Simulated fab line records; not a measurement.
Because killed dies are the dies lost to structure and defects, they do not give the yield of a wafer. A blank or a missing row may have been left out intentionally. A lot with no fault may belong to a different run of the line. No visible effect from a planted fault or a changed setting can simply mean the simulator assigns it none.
Comparing a struck lot with a sound one :: flow n5-finfet :: 16 steps out of a route of 1938
Sound: wafers L104.1, L104.4, L104.6. The struck wafers were L120.1, L120.2, L120.3. Last of all comes the cause.
At each step with rows: each side's tool, then ch and its chambers, then its first start. Under that, the readings that differ: sound wafers :: struck wafers :: difference of the means :: sigmas: that difference in standard deviations of wafers without a fault.
alike: readings with means less than 2 such deviations apart, plus words and numbers identical on both sides. not compared: withheld readings, readings lacking a value on some wafer, bounds such as >300 that could conceal the same value, and numbers that have no deviation in the record and whose values overlap.
Wherever a step has rows on one side only, a row that says differs or no value, or a row with sigmas, the two part there. Non-overlapping numbers with no deviation appear without sigmas and do not part them. Lack of a reading on every wafer of one side parts them only where that side has two or more wafers.

first, 5 steps without rows for these wafers: N5_WELL_APT_SOFTBAKE_20 (time 60 s); N5_WELL_APT_EXPOSE_22 (exposes mask PWELL, defocus 0 nm, target cd 200 nm); N5_WELL_APT_PEB_23 (peb time 90 s); N5_WELL_APT_DEVELOP_24 (develop time 45 s); N5_WELL_APT_HARDBAKE_29 (time 120 s).
N5_WELL_APT_CD_MEAS_25: the cd target is 200 nm.
  sound on cd-sem-03 ch 0, day 2 03:13; struck on cd-sem-03 ch 0, day 6 02:47
  alike: cd-nm
N5_WELL_APT_OVL_MEAS_26:
  sound on overlay-02 ch 0, day 2 03:15; struck on overlay-02 ch 0, day 6 02:49
  alike: PWELL_OVL
N5_WELL_APT_INSPECT_27: inspects for defects (macro).
  sound on defect-inspect-02 at day 2 03:17; struck on defect-inspect-01 at day 6 02:51
  alike: raw-defect-count
N5_WELL_APT_DESCUM_30: chemistry O2, time 7.9 s.
  sound on rie-diel-03 ch 0,2,3, day 2 03:19; struck on rie-diel-03 ch 0,1,3, day 6 03:02
  alike: drypump-motor-current-A, oes-product-au, rf-vpp-V, showerhead-plenum-p-Torr, throttle-valve-pct
  not compared: rf-hours-counter-h
then, 3 steps without rows for these wafers: N5_WELL_APT_IMPLANT_31; N5_WELL_APT_IMPLANT_32; N5_WELL_APT_STRIP_33 (strips in SPM, time 900 s).
N5_WELL_APT_RTA_34: time 10 s.
  sound on rtp-anneal-01 ch 0, day 2 04:14; struck on rtp-anneal-02 ch 0, day 6 03:48
reading: lamp-power-pct (%)
sound: 12.91 13.01 13.04
struck: 12.19 12.15 12.23
difference: -0.80
sigmas: -15

reading: lamp_zone_1_pct (%)
sound: 12.969 12.988 13.002
struck: 12.178 12.123 12.135
difference: -0.841
sigmas: -32

reading: lamp_zone_2_pct (%)
sound: 13.004 12.978 13.004
struck: 12.203 12.194 12.161
difference: -0.809
sigmas: -31

reading: lamp_zone_3_pct (%)
sound: 12.987 12.985 12.978
struck: 12.177 12.195 12.215
difference: -0.788
sigmas: -32

reading: lamp_zone_4_pct (%)
sound: 12.976 12.978 12.995
struck: 12.166 12.175 12.146
difference: -0.821
sigmas: -29

reading: lamp_zone_5_pct (%)
sound: 13.002 12.994 12.965
struck: 12.179 12.182 12.175
difference: -0.808
sigmas: -30

reading: lamp_zone_6_pct (%)
sound: 12.975 12.936 12.873
struck: 12.072 12.083 12.113
difference: -0.839
sigmas: -30

reading: lamp_zone_7_pct (%)
sound: 13.429 13.430 13.432
struck: 12.577 12.568 12.569
difference: -0.859
sigmas: -34
  alike: wafer_temp_C_max
then, 1 step without rows for these wafers: N5_WELL_APT_OXIDE_STRIP_42 (strips SiO2 in dHF, time 45 s, target depth 12 nm).
-- here the record skips 6 days between the struck wafers' starts before and after, leaving off in module WELL_APT and picking up in module BEOL_M4 (first step shown: number 1111 of the route) --
N5_BEOL_M4_RC_MEAS_101:
  sound on prober-02 ch 0, day 8 10:47; struck on prober-02 ch 0, day 12 07:26
reading: DIBL_N (mV/V)
sound: 39.1 38.1 40.1
struck: 32.2 35.1 33.5
difference: -5.5
sigmas: -4

reading: SS_P (mV/dec)
sound: 73.5 73.6 74.2
struck: 71.4 73.6 72.7
difference: -1.2
sigmas: -2
  alike: DIBL_P, IOFF_N, IOFF_P, ION_N, ION_P, SS_N, VT_N, VT_P
-- a jump in the record: the struck wafers' starts before and after are 4 days apart (it breaks off in module BEOL_M4 and resumes in module PASSIVATION, where the first step shown is number 1936 of the route) --
N5_PASSIVATION_PROBE_49:
  record: rows for the struck wafers here (prober-02, day 16 16:29), none for the sound ones

== WHERE THEY PART ==
First at N5_WELL_APT_RTA_34; last, within this record, at N5_PASSIVATION_PROBE_49.

WHY: whatever the simulator had introduced
Process parameter drift: rtp-anneal-02, from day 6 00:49 on, at N5_WELL_APT_RTA_34. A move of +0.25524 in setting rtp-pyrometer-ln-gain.
